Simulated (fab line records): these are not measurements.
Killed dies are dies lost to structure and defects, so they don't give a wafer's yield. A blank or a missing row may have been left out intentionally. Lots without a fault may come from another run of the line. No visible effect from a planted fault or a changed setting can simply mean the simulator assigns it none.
Chamber matching	flow nandHarc	4 sister chambers for NHARC_A_SGD_CUT_DESCUM_14 on rieDiel-10
The step chemistry O2, time 3 s. 18 wafers are shown with their chamber, then 9 later ones without.

== WAFERS, EACH WITH ITS CHAMBER ==
wafer	chamber	drypumpMotorCurrentA (A)	rfVppV (V)	oesProductAu (a.u.)
L076.1	1	5.3	57.5	0.996
L076.4	2	6.4	59.0	1.002
L076.6	2	6.4	58.2	1.000
L078.1	1	5.3	56.6	0.986
L078.2	2	6.4	57.4	1.002
L078.3	3	5.3	59.2	1.008
L079.2	1	5.2	56.9	0.995
L079.4	2	6.4	59.0	0.996
L079.6	0	6.4	58.7	0.995
L080.3	0	6.3	58.7	1.003
L080.4	1	5.2	56.8	0.997
L080.5	3	5.3	58.2	1.011
L087.1	2	6.4	58.3	0.986
L087.2	1	5.3	56.4	1.002
L087.4	0	6.3	57.0	1.005
L088.1	1	5.2	57.1	0.994
L088.3	0	6.3	59.5	1.002
L088.4	3	5.3	58.3	1.003

SIGNATURES (averages over the wafers above)
reading	chamber 0	chamber 1	chamber 2	chamber 3	scatter within a chamber
drypumpMotorCurrentA	6.325	5.250	6.400	5.300	0.0401
rfVppV	58.475	56.883	58.380	58.567	0.679
oesProductAu	1.00125	0.99500	0.99720	1.00733	0.00539
Rule: a wafer's distance from a chamber is the root of the sum, over the readings, of the square of ((its reading less the chamber's mean) divided by the reading's scatter). If the next closest chamber is less than 2 further off than the closest, the wafer can't be placed; otherwise it belongs to the closest. The scatter: take each reading less its chamber's mean, square it, sum over the shown wafers, divide by the number of wafers less the number of chambers, and take the root.

== WAFERS WITHOUT THEIR CHAMBER ==
wafer	drypumpMotorCurrentA (A)	rfVppV (V)	oesProductAu (a.u.)
L094.1	5.2	56.2	0.999
L094.2	6.4	59.1	0.993
L094.5	6.4	57.3	0.979
L094.3	6.3	59.2	1.001
L094.4	5.2	57.1	0.992
L094.6	6.3	59.0	1.001
L097.1	6.4	58.7	0.991
L097.4	5.2	59.3	0.994
L097.5	6.4	59.5	0.981

== EACH ONE'S CHAMBER ==
wafer	from the rows above	in truth
L094.1	1	1
L094.2	can't be placed: 2 or 0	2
L094.5	can't be placed: 2 or 0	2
L094.3	can't be placed: 0 or 2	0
L094.4	1	1
L094.6	can't be placed: 0 or 2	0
L097.1	can't be placed: 2 or 0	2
L097.4	can't be placed: 3 or 1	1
L097.5	can't be placed: 2 or 0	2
2 of 9 placed correctly. Not placeable from these rows: 7 (in 7, the candidates include the true chamber). Number placed wrongly: 0.
